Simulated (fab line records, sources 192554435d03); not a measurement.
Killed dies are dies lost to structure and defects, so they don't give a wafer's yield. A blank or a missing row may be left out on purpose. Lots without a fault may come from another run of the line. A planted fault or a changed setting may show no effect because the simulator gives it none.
fab line records | flow n5_finfet
record lots=6 wafers=18 last_day=18
route steps=1938 shown BEOL_M9@1426 PASSIVATION@1936
lots that met no fault: from a run of the same line without faults
start_h: hours from the record's first day to the start of the lot's first wafer shown | wait_h: hours since the lot's step before | " the same as in the row above | L1.1+2: a row that stands for several wafers | - no value, or no start given | * or withheld: withheld | < > ~ a bound
route shown NAME@n: a module of which the file shows steps, and the number in the route of the first | usual: mean/standard deviation of fault-free wafers | same: alike in all rows | chamber/n: place in a boat | sites: the reading at each site | _std_site: their standard deviation | _edge_site: outer sites' mean less inner sites' | radius_mm: how far each site lies from the wafer's centre | mask NAME#n: copy n | behind: the tool/chamber that last shaped the wafer | hold: why the lot was held/for how many hours/how that ended | device: the transistor (n, p or np) that didn't switch | end of line: the same wafers' tests at the end of the route | a step without rows: its recipe alone | killed: dies lost to structure and defects at the first sort, not the wafer's yield | map: a wafer's dies, x killed, . not, _ none there
set.NAME: the setting as run; set.NAME@STEP: as run at that earlier step | model.NAME: the simulator's own value behind a step, which no gauge read
lots at some steps of the route; a table a step, a row a wafer
services: from which hour (start_h, from the record's first day; less than 0 if before it) a tool's chamber was out of use, for how many hours, and why
## steps
# step N5_BEOL_M9_COAT_64
# recipe resist=SiARC temp_c=220 time_s=60 spin_rpm=1500 resist_thk_nm=12
# step N5_BEOL_M9_COAT_75
# recipe resist=underlayer temp_c=205 time_s=60 spin_rpm=1500 resist_thk_nm=5
# step N5_BEOL_M9_COAT_22
# recipe resist=CAR-EUV spin_rpm=1500 resist_thk_nm=30
# step N5_BEOL_M9_EBR_24
# recipe solvent=PGMEA ebr_width_mm=1.5
# step N5_BEOL_M9_SOFTBAKE_23
# recipe temp_c=110 time_s=60 resist=CAR-EUV
# step N5_BEOL_M9_EXPOSE_25
# recipe mask_id=V8 na=0.33 source_shape=annular sigma_inner=0.4 sigma_outer=0.8 polarization=unpolarized dose_mj=37.25
# step N5_BEOL_M9_PEB_26
# recipe peb_temp_c=100 peb_time_s=60 resist=CAR-EUV
# step N5_BEOL_M9_DEVELOP_27
# recipe develop_time_s=30 developer=TMAH resist=CAR-EUV rinse_liquid=surfactant_rinse dry=air_spin dev_temp_c=23
# step N5_BEOL_M9_CD_MEAS_28
# recipe target_cd_nm=70 landing_energy_ev=500 detector=se_inlens polarity=opening
# usual cd_nm=70.11/0.3
# columns lot.wafer tool chamber start_h wait_h cd_nm
L447.1 cd_sem-03 0 241.21 - 69.91
L447.3 " 0 " " 70.03
L447.5 " 0 " " 69.86
L448.3 cd_sem-03 0 248.60 - 69.98
L448.5 " 0 " " 69.89
L448.6 " 0 " " 70.25
L458.1 cd_sem-02 0 326.10 - 69.86
L458.2 " 0 " " 70.22
L458.3 " 0 " " 69.78
L457.1 cd_sem-03 0 333.01 - 69.84
L457.3 " 0 " " 70.15
L457.4 " 0 " " 69.92
L459.2 cd_sem-03 0 350.71 - 70.13
L459.4 " 0 " " 70.49
L459.6 " 0 " " 70.07
L462.1 cd_sem-03 0 358.77 - 70.02
L462.3 " 0 " " 70.13
L462.4 " 0 " " 70.17
# step N5_BEOL_M9_OVL_MEAS_29
# recipe points_per_wafer=522
# usual V8_OVL=-0.2/0.72
# columns lot.wafer tool chamber start_h wait_h V8_OVL[nm]
L447.1 overlay-02 0 241.24 0.0 -1.5
L447.3 " 0 " " -0.7
L447.5 " 0 " " -1.0
L448.3 overlay-02 0 248.64 0.0 0.5
L448.5 " 0 " " -0.1
L448.6 " 0 " " 0.1
L458.1 overlay-01 0 326.13 0.0 -1.7
L458.2 " 0 " " 0.4
L458.3 " 0 " " -0.5
L457.1 overlay-01 0 333.04 0.0 0.4
L457.3 " 0 " " 0.4
L457.4 " 0 " " 1.0
L459.2 overlay-01 0 350.75 0.0 -0.1
L459.4 " 0 " " -0.7
L459.6 " 0 " " -0.9
L462.1 overlay-02 0 358.80 0.0 0.7
L462.3 " 0 " " 1.0
L462.4 " 0 " " 2.0
# step N5_BEOL_M9_INSPECT_30
# recipe mode=adi inspect_instrument=brightfield
# usual raw_defect_count=392/92
# columns lot.wafer tool chamber start_h wait_h raw_defect_count
L447.1 defect_inspect-01 - 241.30 0.1 368
L447.3 " - " " 423
L447.5 " - " " 459
L448.3 defect_inspect-01 - 248.69 0.0 419
L448.5 " - " " 539
L448.6 " - " " 396
L458.1 defect_inspect-01 - 326.19 0.1 242
L458.2 " - " " 300
L458.3 " - " " 303
L457.1 defect_inspect-02 - 333.10 0.1 452
L457.3 " - " " 314
L457.4 " - " " 522
L459.2 defect_inspect-01 - 350.80 0.0 368
L459.4 " - " " 354
L459.6 " - " " 332
L462.1 defect_inspect-02 - 358.86 0.1 339
L462.3 " - " " 354
L462.4 " - " " 367
# step N5_BEOL_M9_DESCUM_33
# recipe chemistry=O2 time_s=7 source_power_w=50 bias_power_w=20 pressure_mtorr=20 rf_frequency_hz=2.712e+07 temp_c=40 resist=CAR-EUV o2_flow_sccm=225
# usual drypump_motor_current_A=5.8/0.72 oes_product_au=0.76/0.056 rf_vpp_V=242.8/1.2 showerhead_plenum_p_Torr=2.07/0.059 throttle_valve_pct=20.34/0.17
# columns lot.wafer tool chamber start_h wait_h drypump_motor_current_A oes_product_au rf_hours_counter_h rf_vpp_V showerhead_plenum_p_Torr throttle_valve_pct
L447.1 rie_diel-03 2 241.62 0.3 6.6 0.74 189 240.2 2.01 20.60
L447.3 " 0 " " 6.4 0.78 105 243.1 2.10 20.21
L447.5 " 1 " " 5.3 0.82 - 243.4 2.12 19.93
L448.3 rie_diel-01 0 248.72 0.0 5.6 0.79 139 244.3 2.11 20.56
L448.5 " 1 " " 4.9 0.69 - 240.4 1.98 20.42
L448.6 " 0 " " 5.6 0.79 - 243.0 2.11 20.56
L458.1 rie_diel-04 1 326.29 0.1 4.7 0.71 199 244.3 2.17 20.36
L458.2 " 0 " " 5.4 0.71 228 244.3 2.16 20.41
L458.3 " 2 " " 6.5 0.83 59 242.0 2.05 20.30
L457.1 rie_diel-03 1 333.14 0.0 5.3 0.80 83 243.7 2.12 19.96
L457.3 " 2 " " 6.6 0.72 217 241.7 2.00 20.65
L457.4 " 1 " " 5.3 0.79 - 243.5 2.12 19.96
L459.2 rie_diel-01 3 351.11 0.3 6.4 0.81 84 241.2 2.03 20.41
L459.4 " 1 " " 4.9 0.67 245 242.2 1.97 20.47
L459.6 " 3 " " 6.4 0.80 - 242.6 2.03 20.42
L462.1 rie_diel-03 2 358.90 0.0 6.6 0.72 225 241.0 2.00 20.65
L462.3 " 3 " " 6.5 0.69 249 241.1 2.03 20.34
L462.4 " 1 " " 5.3 0.78 93 243.3 2.11 19.98
# step N5_BEOL_M9_ETCH_76
# recipe chemistry=N2/H2 target=underlayer target_depth_a=65 mask_material=CAR-EUV time_s=5.2 ion_energy_ev=200 pressure_mtorr=30 source_w=840 bias_w=150 n2_flow_sccm=200 h2_flow_sccm=200 ends=cleared
# usual bias_w=150.0/0.44 chamber_pressure_mTorr=30.00/0.041 drypump_motor_current_A=5.8/0.72 etch_rf_on_time_s=5.29/0.12 oes_product_au=0.64/0.048 rf_vpp_V=523.3/2.3 showerhead_plenum_p_Torr=2.52/0.078 throttle_valve_pct=17.77/0.21
# columns lot.wafer tool chamber start_h wait_h bias_w chamber_pressure_mTorr drypump_motor_current_A etch_rf_on_time_s oes_product_au rf_hours_counter_h rf_vpp_V showerhead_plenum_p_Torr throttle_valve_pct model.CAR-EUV_of_BEOL_M9_COAT_22.thk_nm
L447.1 rie_diel-03 2 241.66 0.0 - - - - - - - - - 26
L447.3 " 0 " " - - - - - - - - - 26.2
L447.5 " 1 " " - - - - - - - - - 26
L448.3 rie_diel-01 0 248.76 0.0 - - - - - - - - - 26
L448.5 " 1 " " - - - - - - - - - 26.2
L448.6 " 0 " " - - - - - - - - - 26
L458.1 rie_diel-04 1 326.32 0.0 149.8 29.96 4.7 5.20 0.59 199 528.9 2.64 17.92 20.4
L458.2 " 0 " " 150.7 29.99 5.4 5.32 0.59 228 526.3 2.63 17.84 20.4
L458.3 " 2 " " 150.4 30.06 6.5 5.35 0.69 59 523.3 2.46 17.41 20.4
L457.1 rie_diel-03 1 333.17 0.0 150.3 29.98 5.3 5.21 0.68 83 524.6 2.56 17.32 20.4
L457.3 " 2 " " 149.8 29.98 6.6 5.23 0.62 217 521.2 2.40 18.01 20.4
L457.4 " 1 " " 149.9 30.03 5.3 5.28 0.68 - 523.3 2.56 17.32 20.4
L459.2 rie_diel-01 3 351.15 0.0 149.7 30.02 6.4 5.31 0.69 84 521.9 2.47 17.82 20.2
L459.4 " 1 " " 149.2 29.96 4.9 5.44 0.57 245 521.1 2.39 17.98 20.4
L459.6 " 3 " " 149.8 30.01 6.4 5.34 0.70 - 521.1 2.47 17.83 20.4
L462.1 rie_diel-03 2 358.93 0.0 150.4 30.03 6.6 5.24 0.61 225 518.8 2.40 18.02 20.2
L462.3 " 3 " " 149.9 30.00 6.5 5.16 0.59 249 523.9 2.51 18.07 20.2
L462.4 " 1 " " 150.1 29.95 5.4 5.25 0.66 93 524.8 2.56 17.33 20.2
# step N5_BEOL_M9_ETCH_65
# recipe chemistry=CF4 target=SiARC target_depth_a=156 mask_material=CAR-EUV time_s=26 ion_energy_ev=80 pressure_mtorr=40 source_w=545 bias_w=36 Ar_flow_sccm=100 cf4_flow_sccm=100 ends=cleared
# usual bias_w=35.98/0.11 cf4_flow_sccm=100.03/0.28 drypump_motor_current_A=5.8/0.72 etch_rf_on_time_s=26.5/0.64 oes_product_au=0.64/0.047 rf_vpp_V=183.8/1.1 showerhead_plenum_p_Torr=2.12/0.054 throttle_valve_pct=15.54/0.18
# columns lot.wafer tool chamber start_h wait_h bias_w cf4_flow_sccm drypump_motor_current_A etch_rf_on_time_s oes_product_au rf_hours_counter_h rf_vpp_V showerhead_plenum_p_Torr throttle_valve_pct model.CAR-EUV_of_BEOL_M9_COAT_22.thk_nm
L447.1 rie_diel-03 2 241.67 0.0 36.04 100.39 6.6 26.4 0.63 189 183.6 2.04 15.73 16.8
L447.3 " 0 " " 36.07 99.79 6.4 27.5 0.66 105 185.3 2.14 15.42 17
L447.5 " 1 " " 35.85 100.55 5.4 26.7 0.70 - 184.4 2.17 15.15 16.8
L448.3 rie_diel-01 0 248.77 0.0 35.80 100.20 5.6 25.4 0.67 139 183.5 2.16 15.79 16.8
L448.5 " 1 " " 35.92 100.00 4.9 27.2 0.58 - 183.3 2.03 15.71 17
L448.6 " 0 " " 35.87 100.24 5.6 25.3 0.67 - 182.5 2.16 15.79 16.8
L458.1 rie_diel-04 1 326.34 0.0 35.80 99.73 4.7 26.1 0.61 199 185.7 2.20 15.53 11.2
L458.2 " 0 " " 35.97 99.95 5.4 27.2 0.58 228 184.3 2.18 15.58 11.2
L458.3 " 2 " " 35.92 99.84 6.5 27.0 0.70 59 184.5 2.08 15.28 11.2
L457.1 rie_diel-03 1 333.19 0.0 36.27 99.75 5.3 26.3 0.68 83 183.4 2.16 15.20 11.2
L457.3 " 2 " " 36.02 100.19 6.6 26.2 0.62 217 181.4 2.03 15.79 11.2
L457.4 " 1 " " 36.13 99.79 5.3 26.2 0.69 - 183.2 2.16 15.20 11.2
L459.2 rie_diel-01 3 351.16 0.0 36.15 100.35 6.4 26.4 0.70 84 182.4 2.09 15.61 11.2
L459.4 " 1 " " 35.87 100.31 4.9 27.1 0.57 245 182.3 2.03 15.77 11.2
L459.6 " 3 " " 36.21 99.50 6.4 26.4 0.69 - 182.1 2.09 15.60 11.2
L462.1 rie_diel-03 2 358.95 0.0 36.08 100.12 6.6 26.5 0.61 225 182.6 2.03 15.82 11
L462.3 " 3 " " 35.90 100.10 6.4 26.2 0.59 249 182.7 2.10 15.75 11
L462.4 " 1 " " 36.07 100.21 5.3 26.5 0.68 93 182.9 2.16 15.22 11
# step N5_BEOL_M9_ETCH_66
# recipe chemistry=N2/H2 target=SOC target_depth_a=800 overetch_a=160 mask_material=SiARC temp_c=40 time_s=120 ion_energy_ev=200 pressure_mtorr=30 source_w=840 bias_w=150 n2_flow_sccm=200 h2_flow_sccm=200
# usual bias_w=149.9/0.41 chamber_pressure_mTorr=30.001/0.027 drypump_motor_current_A=5.8/0.72 oes_product_au=0.58/0.041 rf_vpp_V=523.2/2.1 showerhead_plenum_p_Torr=2.52/0.078 throttle_valve_pct=17.73/0.21
# columns lot.wafer tool chamber start_h wait_h bias_w chamber_pressure_mTorr drypump_motor_current_A oes_product_au rf_hours_counter_h rf_vpp_V showerhead_plenum_p_Torr throttle_valve_pct
L447.1 rie_diel-03 2 241.70 0.0 149.8 30.057 6.6 0.57 189 521.9 2.41 17.91
L447.3 " 0 " " 150.3 30.006 6.4 0.61 105 525.2 2.56 17.70
L447.5 " 1 " " 149.9 29.980 5.3 0.63 - 525.4 2.57 17.24
L448.3 rie_diel-01 0 248.80 0.0 149.2 29.988 5.6 0.60 139 524.7 2.55 17.79
L448.5 " 1 " " 149.8 29.987 4.9 0.53 - 518.5 2.40 17.92
L448.6 " 0 " " 150.2 30.026 5.6 0.60 - 523.9 2.55 17.80
L458.1 rie_diel-04 1 326.37 0.0 149.6 29.991 4.7 0.54 199 526.2 2.64 17.88
L458.2 " 0 " " 150.0 30.027 5.4 0.53 228 526.1 2.63 17.84
L458.3 " 2 " " 149.9 30.067 6.5 0.64 59 521.0 2.46 17.37
L457.1 rie_diel-03 1 333.22 0.0 150.1 30.004 5.3 0.62 83 523.7 2.56 17.29
L457.3 " 2 " " 149.5 30.000 6.6 0.56 217 519.8 2.40 17.96
L457.4 " 1 " " 149.6 30.030 5.3 0.61 - 524.2 2.56 17.30
L459.2 rie_diel-01 3 351.19 0.0 149.9 29.993 6.4 0.62 84 523.0 2.47 17.78
L459.4 " 1 " " 150.3 30.011 4.9 0.52 245 519.0 2.39 17.96
L459.6 " 3 " " 149.9 29.991 6.5 0.63 - 521.9 2.47 17.79
L462.1 rie_diel-03 2 358.97 0.0 149.7 29.976 6.7 0.55 225 520.2 2.40 17.99
L462.3 " 3 " " 150.0 29.997 6.5 0.53 249 523.0 2.51 18.05
L462.4 " 1 " " 149.5 29.966 5.3 0.61 93 524.3 2.56 17.31
# step N5_PASSIVATION_PROBE_49
# usual defect_limited_yield=91.4/1.5 killed_at_M0_to_M3=33/11 killed_at_M4_up=14/5.3 killed_at_contacts=13/6.2 killed_at_front_end=39/13 killed_at_other=3.1/2.8 killed_dies=102/17 killed_open=68/13 killed_short=32/7.8 sort_bin_5_function=5.1/0.95 sort_bin_6_memory=3.2/0.7 sort_bin_8_speed=0.02/0.16 sort_n_pass=1078/18 sort_yield_pct=91.3/1.5
# same gross_dies=1180 killed_at_back_side=0 sort_bin_4_leakage[%]=0
# columns lot.wafer tool chamber start_h wait_h defect_limited_yield[%] killed_at_M0_to_M3 killed_at_M4_up killed_at_contacts killed_at_front_end killed_at_other killed_dies killed_open killed_short sort_bin_5_function[%] sort_bin_6_memory[%] sort_bin_8_speed[%] sort_n_pass sort_yield_pct[%]
L447.1 prober-01 - 300.88 0.0 91.9 26 16 6 45 2 95 70 25 5.3 2.7 0 1085 91.9
L447.3 prober-01 - 300.98 0.1 91.0 20 16 6 63 1 106 71 34 4.5 4.1 0 1074 91.0
L447.5 prober-01 - 301.08 0.2 91.5 23 13 9 45 10 100 65 35 5.6 2.6 0 1080 91.5
L457.1 prober-02 - 393.11 0.0 89.7 41 16 16 47 2 122 82 39 5.9 4.2 0 1058 89.7
L457.3 prober-02 - 393.21 0.1 90.3 22 10 17 58 7 114 69 41 5.2 3.6 0 1066 90.3
L457.4 prober-02 - 393.26 0.2 86.8 31 10 11 103 1 156 104 48 8.8 4.1 0 1024 86.8
L462.3 prober-02 - 422.96 0.1 88.5 53 10 26 39 8 136 76 58 6.8 4.3 0 1044 88.5
L462.4 prober-02 - 423.01 0.2 88.7 77 12 16 27 1 133 88 45 6.3 4.2 0 1047 88.7
# killed by level:class
L447.1 BEOL_M0_SAQP:geometric_particle:open=14 FIN_SAQP:geometric_particle:open=12 STI_FIN_REVEAL:geometric_particle:open=8 BEOL_M0_SAQP:geometric_particle:short=7 BEOL_M4:geometric_particle:open=7 DUMMY_GATE:geometric_particle:open=4 GATE_CUT:geometric_particle:open=4 MOL_CONTACT_COAG:geometric_particle:open=4
L447.3 STI_FIN_REVEAL:geometric_particle:open=20 FIN_SAQP:geometric_particle:short=10 FIN_SAQP:geometric_particle:open=10 BEOL_M4:geometric_particle:open=9 BEOL_M0_SAQP:geometric_particle:short=6 BEOL_M0_SAQP:geometric_particle:open=5 BEOL_M5:geometric_particle:open=5 STI_FIN_REVEAL:geometric_particle:short=4
L447.5 FIN_SAQP:geometric_particle:open=11 FIN_SAQP:geometric_particle:short=9 BEOL_M4:geometric_particle:open=9 MOL_CONTACT_COAG:geometric_particle:open=7 BEOL_M2:geometric_particle:open=7 DUMMY_GATE:geometric_particle:open=6 BEOL_M1:geometric_particle:open=5 STI_FIN_REVEAL:geometric_particle:open=4
L457.1 STI_FIN_REVEAL:geometric_particle:open=20 BEOL_M3:geometric_particle:open=15 MOL_CONTACT_COAG:geometric_particle:open=11 FIN_SAQP:geometric_particle:open=7 BEOL_M2:geometric_particle:open=7 FIN_SAQP:geometric_particle:short=5 BEOL_M0_SAQP:geometric_particle:open=5 DUMMY_GATE:geometric_particle:open=5
L457.3 STI_FIN_REVEAL:geometric_particle:open=17 MOL_CONTACT_COAG:geometric_particle:open=13 FIN_SAQP:geometric_particle:short=11 FIN_SAQP:geometric_particle:open=6 DUMMY_GATE:geometric_particle:open=5 BEOL_M3:geometric_particle:open=5 MOL_CONTACT_COAG:geometric_particle:short=4 BEOL_M0_SAQP:geometric_particle:short=4
L457.4 STI_FIN_REVEAL:geometric_particle:open=37 FIN_SAQP:geometric_particle:open=21 FIN_SAQP:geometric_particle:short=10 STI_FIN_REVEAL:geometric_particle:short=10 BEOL_M3:geometric_particle:open=9 DUMMY_GATE:geometric_particle:open=7 MOL_CONTACT_COAG:geometric_particle:short=6 GATE_CUT:geometric_particle:short=5
L462.3 MOL_CONTACT_COAG:geometric_particle:open=20 BEOL_M0_SAQP:geometric_particle:short=17 BEOL_M0_SAQP:geometric_particle:open=15 BEOL_M3:geometric_particle:open=9 FIN_SAQP:geometric_particle:short=8 FIN_SAQP:geometric_particle:open=7 MOL_CONTACT_COAG:geometric_particle:short=5 BEOL_M2:geometric_particle:open=5
L462.4 BEOL_M0_SAQP:geometric_particle:open=35 BEOL_M0_SAQP:geometric_particle:short=25 MOL_CONTACT_COAG:geometric_particle:open=14 BEOL_M2:geometric_particle:open=6 FIN_SAQP:geometric_particle:open=5 BEOL_M3:geometric_particle:open=5 FIN_SAQP:geometric_particle:short=4 BEOL_M4:geometric_particle:open=4
## services
# columns tool chamber start_h hours kind
rie_diel-01 3 233.71 4.6 repair
rie_diel-03 - 247.81 0.9 repair
rie_diel-03 1 292.57 11.4 repair
rie_diel-04 - 307.34 1.1 repair
rie_diel-03 3 329.30 4.3 repair
rie_diel-04 3 332.64 7.5 repair
rie_diel-04 0 334.08 6.7 repair
rie_diel-03 3 348.00 1.3 repair
## key
first_sign step=N5_BEOL_M9_ETCH_76 reading=tool_record direction=missing
effect none on later readings
model_effect step=N5_BEOL_M9_ETCH_76 value=CAR-EUV_of_BEOL_M9_COAT_22.thk_nm without=20.3 struck=26.07
model_effect step=N5_BEOL_M9_ETCH_65 value=CAR-EUV_of_BEOL_M9_COAT_22.thk_nm without=11.1 struck=16.87
met_at N5_BEOL_M9_ETCH_76
struck_wafers L447.1,L447.3,L447.5,L448.3,L448.5,L448.6
fault kind=skipped_step_whole tool=rie_diel-01,rie_diel-03 chamber=- onset_h=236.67 steps=N5_BEOL_M9_ETCH_76 scope=struck_lots_only
